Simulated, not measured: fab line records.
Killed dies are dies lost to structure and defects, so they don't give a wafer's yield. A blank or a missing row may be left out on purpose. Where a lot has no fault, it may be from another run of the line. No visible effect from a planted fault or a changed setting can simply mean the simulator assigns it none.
Which tool was responsible? :: flow nand-harc :: Sampling: 12 lots, 36 wafers, 3 of 1159 route steps

WHAT EACH GAUGE READ, for each wafer
NHARC_P_M0_OVL_MEAS_10: pitch 180 nm. Usual: overlay-x-nm -0.2 nm, standard deviation 0.77; overlay-y-nm -0.1 nm, standard deviation 0.71.
lot: L662
measured: day 6 10:46
on: overlay-01
overlay-x-nm (nm): -2.0 -2.3 -1.9
overlay-y-nm (nm): 0.4 -0.1 -0.6
flag: 

lot: L664
measured: day 7 02:34
on: overlay-02
overlay-x-nm (nm): -0.9 -1.9 -1.1
overlay-y-nm (nm): 0.3 1.4 0.6
flag: 

lot: L666
measured: day 7 11:28
on: overlay-01
overlay-x-nm (nm): -0.7 -0.5 -0.4
overlay-y-nm (nm): 0.4 0.1 0.1
flag: 

lot: L672
measured: day 8 21:31
on: overlay-01
overlay-x-nm (nm): -0.5 -0.6 -0.6
overlay-y-nm (nm): -1.1 -0.7 -0.6
flag: 

lot: L674
measured: day 9 12:47
on: overlay-02
overlay-x-nm (nm): -0.2 -1.0 -0.7
overlay-y-nm (nm): 1.7 1.9 1.5
flag: 

lot: L675
measured: day 10 01:15
on: overlay-01
overlay-x-nm (nm): 0.6 1.2 0.8
overlay-y-nm (nm): -0.1 -0.1 -0.3
flag: 

lot: L676
measured: day 10 04:50
on: overlay-02
overlay-x-nm (nm): 0.1 -0.2 -0.1
overlay-y-nm (nm): -1.9 -1.6 -2.0
flag: 

lot: L677
measured: day 10 07:23
on: overlay-01
overlay-x-nm (nm): 0.7 0.0 0.7
overlay-y-nm (nm): -0.3 -0.1 0.0
flag: 

lot: L678
measured: day 10 10:44
on: overlay-01
overlay-x-nm (nm): 0.1 0.8 0.3
overlay-y-nm (nm): -0.3 0.2 -0.1
flag: 

lot: L679
measured: day 10 19:20
on: overlay-01
overlay-x-nm (nm): -0.7 -1.5 -0.7
overlay-y-nm (nm): 0.8 0.5 0.2
flag: 

lot: L680
measured: day 10 19:44
on: overlay-01
overlay-x-nm (nm): 1.1 1.4 0.9
overlay-y-nm (nm): -0.6 -0.5 -0.6
flag: 

lot: L681
measured: day 11 09:21
on: overlay-01
overlay-x-nm (nm): 0.7 0.5 0.5
overlay-y-nm (nm): -0.5 -1.4 -0.3
flag: 

WHAT TOOL EACH LOT RAN ON (gives the tool, then ch and the chambers of the sampled wafers, and finally the start)
lot: L662
NHARC_P_CONTACT_DEGAS_38: pvd-sputter-03, day 6 08:10
NHARC_P_CONTACT_ALD_22: ald-metal-01 ch 1,2,3, day 6 08:31

lot: L664
NHARC_P_CONTACT_DEGAS_38: pvd-sputter-03, day 6 20:24
NHARC_P_CONTACT_ALD_22: ald-metal-03 ch 2,3, day 6 20:40

lot: L666
NHARC_P_CONTACT_DEGAS_38: pvd-sputter-01, day 7 07:31
NHARC_P_CONTACT_ALD_22: ald-metal-04 ch 0,2,3, day 7 07:47

lot: L672
NHARC_P_CONTACT_DEGAS_38: pvd-sputter-01, day 8 17:58
NHARC_P_CONTACT_ALD_22: ald-metal-04 ch 1,2,3, day 8 18:12

lot: L674
NHARC_P_CONTACT_DEGAS_38: pvd-sputter-03, day 9 10:17
NHARC_P_CONTACT_ALD_22: ald-metal-04 ch 0,2, day 9 10:32

lot: L675
NHARC_P_CONTACT_DEGAS_38: pvd-sputter-01, day 9 15:23
NHARC_P_CONTACT_ALD_22: ald-metal-01 ch 0,3, day 9 15:40

lot: L676
NHARC_P_CONTACT_DEGAS_38: pvd-sputter-01, day 10 02:09
NHARC_P_CONTACT_ALD_22: ald-metal-01 ch 0,2, day 10 02:26

lot: L677
NHARC_P_CONTACT_DEGAS_38: pvd-sputter-01, day 10 04:14
NHARC_P_CONTACT_ALD_22: ald-metal-01 ch 0,1,2, day 10 04:31

lot: L678
NHARC_P_CONTACT_DEGAS_38: pvd-sputter-01, day 10 08:19
NHARC_P_CONTACT_ALD_22: ald-metal-01 ch 0,1,2, day 10 08:33

lot: L679
NHARC_P_CONTACT_DEGAS_38: pvd-sputter-02, day 10 14:11
NHARC_P_CONTACT_ALD_22: ald-metal-01 ch 0,1,2, day 10 14:29

lot: L680
NHARC_P_CONTACT_DEGAS_38: pvd-sputter-02, day 10 14:58
NHARC_P_CONTACT_ALD_22: ald-metal-03 ch 0,1,2, day 10 15:15

lot: L681
NHARC_P_CONTACT_DEGAS_38: pvd-sputter-03, day 11 06:58
NHARC_P_CONTACT_ALD_22: ald-metal-01 ch 1,2, day 11 07:14
- NHARC_P_CONTACT_DEGAS_38: time 60 s.
- NHARC_P_CONTACT_ALD_22: deposits TiN, target thk 3 nm, pulse time 1 s, ald cycles 150.

WHAT THE TOOLS THEMSELVES READ (means of the sampled wafers that have a number; where no wafer has one, the mark that the record gives instead)
NHARC_P_CONTACT_DEGAS_38. Usual: heater-power-w at 474 W, with a standard deviation of 48.
lot: L662
tool: pvd-sputter-03
heater-power-w (W): 404
flag: 

lot: L664
tool: pvd-sputter-03
heater-power-w (W): 462
flag: 

lot: L666
tool: pvd-sputter-01
heater-power-w (W): 485
flag: 

lot: L672
tool: pvd-sputter-01
heater-power-w (W): 504
flag: 

lot: L674
tool: pvd-sputter-03
heater-power-w (W): 420
flag: 

lot: L675
tool: pvd-sputter-01
heater-power-w (W): 505
flag: 

lot: L676
tool: pvd-sputter-01
heater-power-w (W): 493
flag: 

lot: L677
tool: pvd-sputter-01
heater-power-w (W): 513
flag: 

lot: L678
tool: pvd-sputter-01
heater-power-w (W): 507
flag: 

lot: L679
tool: pvd-sputter-02
heater-power-w (W): 444
flag: 

lot: L680
tool: pvd-sputter-02
heater-power-w (W): 443
flag: 

lot: L681
tool: pvd-sputter-03
heater-power-w (W): 487
flag: 

NHARC_P_CONTACT_ALD_22. Usual: heater-power-w 1063 W, standard deviation 88; precursor-pulse-height-rel 1.000, standard deviation 0.02.
lot: L662
tool: ald-metal-01
heater-power-w (W): 1128
precursor-pulse-height-rel: 0.994
flag: 

lot: L664
tool: ald-metal-03
heater-power-w (W): 942
precursor-pulse-height-rel: 0.994
flag: 

lot: L666
tool: ald-metal-04
heater-power-w (W): 1097
precursor-pulse-height-rel: 1.000
flag: 

lot: L672
tool: ald-metal-04
heater-power-w (W): 1030
precursor-pulse-height-rel: 0.986
flag: 

lot: L674
tool: ald-metal-04
heater-power-w (W): 1148
precursor-pulse-height-rel: 0.997
flag: 

lot: L675
tool: ald-metal-01
heater-power-w (W): 1035
precursor-pulse-height-rel: 0.995
flag: 

lot: L676
tool: ald-metal-01
heater-power-w (W): 1078
precursor-pulse-height-rel: 0.998
flag: 

lot: L677
tool: ald-metal-01
heater-power-w (W): 1134
precursor-pulse-height-rel: 0.995
flag: 

lot: L678
tool: ald-metal-01
heater-power-w (W): 1135
precursor-pulse-height-rel: 0.988
flag: 

lot: L679
tool: ald-metal-01
heater-power-w (W): 1105
precursor-pulse-height-rel: 1.018
flag: 

lot: L680
tool: ald-metal-03
heater-power-w (W): 990
precursor-pulse-height-rel: 0.982
flag: 

lot: L681
tool: ald-metal-01
heater-power-w (W): 1217
precursor-pulse-height-rel: 0.994
flag: 

THE ANSWER, worked out from the rows above alone
Rule: take the mean of a lot's wafers that have a number; if it is more than 3 standard deviations from the usual mean, the lot is off. A lot without any number at a reading at which 4 lots or more have one is off too. All remaining lots with rows at the step are treated as sound. First the gauges in route order, then the tools' own readings, where a lot's mean is used as printed above. The first step at which some lot is off is used, and at that step the reading that is off furthest; a lot without a number counts as furthest.
None of the lots is off at any reading shown; this tells nothing.

WHAT THE SIMULATOR HAD INSERTED
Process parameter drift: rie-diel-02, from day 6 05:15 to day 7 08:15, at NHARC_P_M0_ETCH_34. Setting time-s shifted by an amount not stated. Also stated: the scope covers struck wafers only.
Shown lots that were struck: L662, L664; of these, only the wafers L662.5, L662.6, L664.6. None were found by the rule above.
